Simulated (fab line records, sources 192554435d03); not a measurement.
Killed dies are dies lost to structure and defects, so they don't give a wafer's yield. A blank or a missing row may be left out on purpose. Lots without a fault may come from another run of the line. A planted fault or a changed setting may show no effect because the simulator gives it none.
fab line records | flow n5_finfet
record lots=4 wafers=12 last_day=18
route steps=1938 shown BEOL_M4@1099 BEOL_M5@1112 PASSIVATION@1915
lots that met no fault: from a run of the same line without faults
start_h: hours from the record's first day to the start of the lot's first wafer shown | wait_h: hours since the lot's step before | " the same as in the row above | L1.1+2: a row that stands for several wafers | - no value, or no start given | * or withheld: withheld | < > ~ a bound
route shown NAME@n: a module of which the file shows steps, and the number in the route of the first | usual: mean/standard deviation of fault-free wafers | same: alike in all rows | chamber/n: place in a boat | sites: the reading at each site | _std_site: their standard deviation | _edge_site: outer sites' mean less inner sites' | radius_mm: how far each site lies from the wafer's centre | mask NAME#n: copy n | behind: the tool/chamber that last shaped the wafer | hold: why the lot was held/for how many hours/how that ended | device: the transistor (n, p or np) that didn't switch | end of line: the same wafers' tests at the end of the route | a step without rows: its recipe alone | killed: dies lost to structure and defects at the first sort, not the wafer's yield | map: a wafer's dies, x killed, . not, _ none there
set.NAME: the setting as run; set.NAME@STEP: as run at that earlier step | model.NAME: the simulator's own value behind a step, which no gauge read
lots at some steps of the route; a table a step, a row a wafer
services: from which hour (start_h, from the record's first day; less than 0 if before it) a tool's chamber was out of use, for how many hours, and why
## steps
# step N5_BEOL_M4_ANNEAL_95
# recipe temp_c=400 time_s=240 ambient=vacuum
# step N5_BEOL_M4_SPUTTER_96
# recipe material=Cu target_thk_a=45 temp_c=-20 chamber_pressure_pa=0.07 power_w=withheld time_s=8.29
# step N5_BEOL_M4_ECD_50
# recipe material=Cu target_thk_a=3000
# step N5_BEOL_M4_ANNEAL_51
# recipe temp_c=225 time_s=90 ambient=N2
# step N5_BEOL_M4_CMP_52
# recipe stop_on=SiOC t_overpolish_s=6.8 down_force_psi=1 platen_rpm=50 clearing_platen_down_force_psi=1.5 clearing_platen_rpm=50 post_cmp_clean=cu_alkaline target_thk_nm=40 clearing_platen_pad_velocity_m_s=0.99484 pad_velocity_m_s=0.99484
# step N5_BEOL_M4_PRE_CLEAN_60
# recipe gas=NH3/H2 time_s=15 temp_c=* rf_power_w=300
# step N5_BEOL_M4_CO_CAP_55
# recipe material=Co target_thk_a=20 temp_c=200 precursor=CCTBA/H2 pressure_torr=30 time_s=102.1
# step N5_BEOL_M4_PRE_CLEAN_56
# recipe gas=NH3 time_s=15 temp_c=withheld rf_power_w=300
# step N5_BEOL_M4_DEP_57
# recipe material=SiCN target_thk_a=80 temp_c=withheld precursor=3MS/NH3 pressure_torr=3 rf_w=202 time_s=14
# step N5_BEOL_M4_RC_MEAS_101
# usual DIBL_N=36.1/1.6 DIBL_P=35.8/2 IOFF_N=0.157/0.029 IOFF_P=0.21/0.034 ION_N=677/13 ION_P=465/8.1 SS_N=71.3/0.61 SS_P=73.2/0.65 VT_N=249/3.3 VT_P=-250/3.2
# columns lot.wafer tool chamber start_h wait_h DIBL_N[mV/V] DIBL_P[mV/V] IOFF_N[nA/um] IOFF_P[nA/um] ION_N[uA/um] ION_P[uA/um] SS_N[mV/dec] SS_P[mV/dec] VT_N[mV] VT_P[mV]
L546.1 prober-01 0 217.33 0.0 36.8 36.3 0.162 0.23 670 466 70.9 73.7 249 -249
L546.3 " 0 " " 37.3 36.5 0.177 0.23 694 476 71.5 73.1 247 -248
L546.5 " 0 " " 35.5 34.7 0.147 0.21 665 469 70.6 73.8 250 -249
L551.2 prober-01 0 245.02 0.2 35.6 34.8 0.155 0.23 674 462 71.0 72.5 248 -247
L551.3 " 0 " " 35.3 34.7 0.144 0.24 660 462 71.1 72.7 252 -246
L551.5 " 0 " " 32.6 31.8 0.116 0.19 661 464 69.8 72.5 251 -246
L555.1 prober-02 0 274.88 0.0 36.0 37.3 0.165 0.24 682 478 71.3 72.7 246 -250
L555.3 " 0 " " 36.8 38.0 0.177 0.23 695 480 72.0 73.9 246 -249
L555.6 " 0 " " 36.3 37.4 0.163 0.22 697 475 71.8 72.5 249 -250
L564.2 prober-02 0 321.78 0.2 37.1 38.1 0.165 0.22 677 460 71.3 73.2 246 -252
L564.5 " 0 " " 36.9 37.7 0.171 0.22 682 466 71.8 73.3 247 -251
L564.6 " 0 " " 35.2 36.5 0.134 0.20 662 459 71.7 73.8 252 -251
# step N5_BEOL_M5_ILD_DEP_00
# recipe material=SiCOH_lowk target_thk_a=1406.4 temp_c=300 precursor=DEMS/porogen pressure_torr=5 rf_w=500 time_s=25.9
# step N5_BEOL_M5_CURE_79
# recipe temp_c=385 time_s=240 ambient=He/Ar material=SiCOH_lowk
# step N5_BEOL_M5_PECVD_70
# recipe material=SiO2 target_thk_a=160 temp_c=400 precursor=TEOS/O2 pressure_torr=5.5 rf_w=450 teos_flow_sccm=53.8 gas=O2 flow_sccm=3000 time_s=18
# step N5_BEOL_M5_HM_DEP_02
# recipe material=TiN target_thk_a=200 temp_c=25 chamber_pressure_pa=0.49996
# step N5_BEOL_M5_COAT_59
# recipe resist=SOC temp_c=250 time_s=60 spin_rpm=1500 resist_thk_nm=60
# step N5_BEOL_M5_COAT_60
# recipe resist=SiARC temp_c=220 time_s=60 spin_rpm=1500 resist_thk_nm=12
# step N5_BEOL_M5_COAT_71
# recipe resist=underlayer temp_c=205 time_s=60 spin_rpm=1500 resist_thk_nm=5
# step N5_BEOL_M5_COAT_05
# recipe resist=CAR-EUV spin_rpm=1500 resist_thk_nm=30
# step N5_BEOL_M5_EBR_07
# recipe solvent=PGMEA ebr_width_mm=1.5
# step N5_BEOL_M5_SOFTBAKE_06
# recipe temp_c=110 time_s=60 resist=CAR-EUV
# step N5_BEOL_M5_EXPOSE_08
# recipe mask_id=M5 na=0.33 source_shape=annular sigma_inner=0.4 sigma_outer=0.8 polarization=unpolarized target_cd_nm=28 dose_mj=35.75
# step N5_BEOL_M5_PEB_09
# recipe peb_temp_c=100 peb_time_s=60 resist=CAR-EUV
# step N5_BEOL_M5_DEVELOP_10
# recipe develop_time_s=30 developer=TMAH resist=CAR-EUV rinse_liquid=surfactant_rinse dry=air_spin dev_temp_c=23
# step N5_BEOL_M5_DESCUM_16
# recipe chemistry=O2 time_s=7 source_power_w=50 bias_power_w=20 pressure_mtorr=20 rf_frequency_hz=2.712e+07 temp_c=40 resist=CAR-EUV o2_flow_sccm=225
# step N5_BEOL_M5_ETCH_72
# recipe chemistry=N2/H2 target=underlayer target_depth_a=65 mask_material=CAR-EUV time_s=5.2 ion_energy_ev=200 pressure_mtorr=30 source_w=840 bias_w=150 n2_flow_sccm=200 h2_flow_sccm=200 ends=cleared
# step N5_BEOL_M5_ETCH_61
# recipe chemistry=CF4 target=SiARC target_depth_a=156 mask_material=CAR-EUV time_s=26 ion_energy_ev=80 pressure_mtorr=40 source_w=545 bias_w=36 Ar_flow_sccm=100 cf4_flow_sccm=100 ends=cleared
# step N5_BEOL_M5_ETCH_62
# recipe chemistry=N2/H2 target=SOC target_depth_a=750 overetch_a=150 mask_material=SiARC temp_c=40 time_s=112.5 ion_energy_ev=200 pressure_mtorr=30 source_w=840 bias_w=150 n2_flow_sccm=200 h2_flow_sccm=200
# step N5_BEOL_M5_STRIP_63
# recipe chemistry=N2/H2 temp_c=40 n2_flow_sccm=200 h2_flow_sccm=200 rf_frequency_hz=6e+07
# step N5_BEOL_M5_STRIP_73
# recipe chemistry=N2/H2 temp_c=40 n2_flow_sccm=200 h2_flow_sccm=200 rf_frequency_hz=6e+07
# step N5_BEOL_M5_STRIP_64
# recipe chemistry=CF4 resist=SiARC power_w=300 bias_power_w=75 pressure_mtorr=50 cf4_flow_sccm=150 rf_frequency_hz=6e+07
# step N5_BEOL_M5_HM_OPEN_17
# recipe chemistry=Cl2/BCl3 target_depth_a=200 overetch_a=60 target=TiN mask_material=SOC ion_energy_ev=150 pressure_mtorr=10 icp_w=1000 bias_w=126 Cl2_flow_sccm=53.25 bcl3_flow_sccm=21.75 Ar_flow_sccm=25
# step N5_BEOL_M5_STRIP_19
# recipe chemistry=O2 power_w=400 temp_c=40 pressure_mtorr=30 rf_frequency_hz=6e+07 bias_power_w=0 overash_fraction=0.2 o2_flow_sccm=225
# step N5_BEOL_M5_COAT_65
# recipe resist=SOC temp_c=250 time_s=60 spin_rpm=1500 resist_thk_nm=60
# step N5_BEOL_M5_COAT_66
# recipe resist=SiARC temp_c=220 time_s=60 spin_rpm=1500 resist_thk_nm=12
# step N5_PASSIVATION_PECVD_53
# recipe material=SiO2 target_thk_a=8000 temp_c=400 precursor=TEOS/O2 pressure_torr=6.5 rf_w=withheld teos_flow_sccm=withheld gas=O2 flow_sccm=2650 time_s=169.4
# usual run_length_s=197.6/0.58
# columns lot.wafer tool chamber start_h wait_h run_length_s since_wet_clean_h model.SiO2_of_PASSIVATION_PECVD_53.thk_nm
L546.1 pecvd-03 0 322.98 0.0 197.2 1208 809.4
L546.3 " 2 " " 197.8 454 799.8
L546.5 " 0 " " 197.2 - 813.2
L551.2 pecvd-03 1 353.96 0.0 206.4 1964 832.6
L551.3 " 2 " " 198.2 485 801.6
L551.5 " 1 " " 207.1 - 847.2
L555.1 pecvd-03 1 390.33 0.0 206.5 2000 827.2
L555.3 " 0 " " 197.4 1275 785.6
L555.6 " 1 " " 197.2 - 792
L564.2 pecvd-01 2 426.58 0.0 198.2 195 779.8
L564.5 " 1 " " 196.0 - 799
L564.6 " 2 " " 197.9 - 797.6
# step N5_PASSIVATION_PROBE_49
# usual defect_limited_yield=91.0/1.4 killed_at_M0_to_M3=33/11 killed_at_M4_up=14/5 killed_at_contacts=11/7.3 killed_at_front_end=43/12 killed_at_other=4/3.1 killed_dies=106/17 killed_open=69/13 killed_short=34/8.7 sort_bin_5_function=5.2/0.96 sort_bin_6_memory=3.3/0.66 sort_n_pass=1074/17 sort_yield_pct=91.0/1.4
# same gross_dies=1180 killed_at_back_side=0 sort_bin_4_leakage[%]=0 sort_bin_8_speed[%]=0
# columns lot.wafer tool chamber start_h wait_h defect_limited_yield[%] killed_at_M0_to_M3 killed_at_M4_up killed_at_contacts killed_at_front_end killed_at_other killed_dies killed_open killed_short sort_bin_5_function[%] sort_bin_6_memory[%] sort_n_pass sort_yield_pct[%]
L551.2 prober-01 - 357.81 0.1 85.8 46 8 5 44 64 167 72 39 10.3 3.6 1013 85.8
L551.3 prober-01 - 357.86 0.1 91.2 39 19 3 34 9 104 60 38 4.7 3.3 1076 91.2
L551.5 prober-01 - 357.96 0.2 86.7 38 13 6 50 50 157 55 53 8.6 3.8 1023 86.7
L555.1 prober-01 - 394.29 0.0 83.9 56 23 5 58 48 190 87 57 11.6 4.1 990 83.9
# killed by level:class
L551.2 PASSIVATION:area_pecvd=56 FIN_SAQP:geometric_particle:open=13 BEOL_M0_SAQP:geometric_particle:short=11 BEOL_M0:geometric_particle:open=11 FIN_SAQP:geometric_particle:short=10 BEOL_M2:geometric_particle:open=9 BEOL_M0_SAQP:geometric_particle:open=7 BEOL_M5:geometric_particle:open=5
L551.3 BEOL_M0_SAQP:geometric_particle:short=9 FIN_SAQP:geometric_particle:short=8 BEOL_M0_SAQP:geometric_particle:open=8 BEOL_M4:geometric_particle:open=8 BEOL_M1:geometric_particle:open=7 STI_FIN_REVEAL:geometric_particle:open=6 HKMG_FIN:area_etch=5 BEOL_M1:geometric_particle:short=4
L551.5 PASSIVATION:area_pecvd=44 BEOL_M0_SAQP:geometric_particle:short=15 FIN_SAQP:geometric_particle:open=8 BEOL_M1:geometric_particle:open=8 FIN_SAQP:geometric_particle:short=7 BEOL_M4:geometric_particle:open=7 ILD0:geometric_particle:short=6 HKMG_FIN:area_etch=5
L555.1 PASSIVATION:area_pecvd=44 BEOL_M0_SAQP:geometric_particle:open=22 FIN_SAQP:geometric_particle:short=20 BEOL_M0_SAQP:geometric_particle:short=15 FIN_SAQP:geometric_particle:open=10 BEOL_M4:geometric_particle:open=10 DUMMY_GATE:geometric_particle:open=9 BEOL_M2:geometric_particle:open=9
# map L551.2 (x killed, . not)
_________________.x.....x....________________
______________.................x_____________
___________...............x........__________
__________...........x....x........._________
________...................x.x....x..._______
_______...................xx..........x______
______.....x......x..x................x._____
_____...................................x____
____.x...........................xx.x.x...___
___............x.......xx.....x...xx.......__
___............x....x..x.xx..........x.....__
__.....x.............x......x..............x_
__.x....x......xxx.......x..x....x.........._
_................x...xx.x......x...x..x......
_.................xx.x...x......xx.......x..x
_..x...............x..x....x.x..x............
_...........x.x.xxx..x..xxx......xxx.........
_......x.........xxxx..x.x.xx.x.x........x...
_........xx..........x.x...x..x..x...........
_...x..x.x..x....xx..xxxx.xx...............x.
_......x.........x.xx.x...x.x...x............
__.x.......xx....xx....xx.xx.........x.....x_
__..............x.....xx..........x...x....._
___xx....x...........x......x............x.__
___..x..x.x..x....x..........x.............__
____.................x.......x........x..x___
_____.......x............................____
______.....x.....x.......x......xx......_____
_______.........x......x...x...........______
________....x........................._______
__________..............x..........._________
___________......x..............x..__________
______________.....x..........x._____________
_________________.x..........________________
# map L555.1 (x killed, . not)
_________________........x...________________
______________......x..........x_____________
___________..x..........x........x.__________
__________...x.....xx..............._________
________x..xx...x...........x.....x..._______
_______...x..........xx...x............______
______..x.....x.x....x.........x........_____
_____..............x.................x..x____
____........................x...x.......x.___
___..x..x............x............x..x.....__
___.x............xx.x...x...............x..__
__..................x....x...........xx..xxx_
__.x....x.............x...x..x....xxxx......_
_......x.........xx...xx.xxx..x........x.x...
_.......x..........xx.x.x....xx..............
_..x........x.....x...x...xxx......x.........
_................x...x.x.xxxx.xx....x.xx.x..x
_...xx........x.xx.x....xxx.x....x..........x
_...................xxx.x.x...x.x.x......x...
_.......x..xx.....xx..x....xx....x...........
_......x....xx......xx..xxxx.x...x........x..
__..........xx..x..........x........x......._
__....x...xx....x.x.x...x.x.x..............x_
___..x...........xx...x..xx.xx.....x..x....__
___..x............x...x..........x.........__
____...................x.......x.x.....x..___
_____.............x............x...x.....____
______........x........x.x.............._____
_______...................x........x...______
________..........x..x.....x.........._______
__________................x...x....._________
___________...................x....__________
______________.x...x............_____________
_________________.......x...x________________
## services
# columns tool chamber start_h hours kind
pecvd-01 0 303.03 2.1 scheduled_down
pecvd-01 2 306.62 5.5 scheduled_down
pecvd-03 - 331.36 0.6 repair
pecvd-03 2 335.42 2.1 scheduled_down
pecvd-01 1 343.82 5.5 scheduled_down
pecvd-03 1 354.73 2.1 scheduled_down
pecvd-01 - 377.41 1.3 repair
pecvd-01 0 394.90 - calibration
## key
first_sign step=N5_PASSIVATION_PECVD_53 reading=run_length_s direction=up sigmas=15 usual=* struck=*
effect step=N5_PASSIVATION_PROBE_49 reading=killed_at_other direction=up sigmas=16 usual=4 struck=54
model_effect step=N5_PASSIVATION_PECVD_53 value=SiO2_of_PASSIVATION_PECVD_53.thk_nm without=790.1 struck=835.7
more_kills_born_at N5_PASSIVATION_PECVD_53@pecvd-03=144
met_at N5_PASSIVATION_PECVD_53
struck_wafers L551.2,L551.5,L555.1
onset_between 322.98 353.96
fault kind=process_parameter_drift tool=pecvd-03 chamber=- onset_h=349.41 steps=N5_PASSIVATION_PECVD_53 channel=time_s offset=* shape=step end_h=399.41 scope=struck_wafers_only acts_in=* stated=*
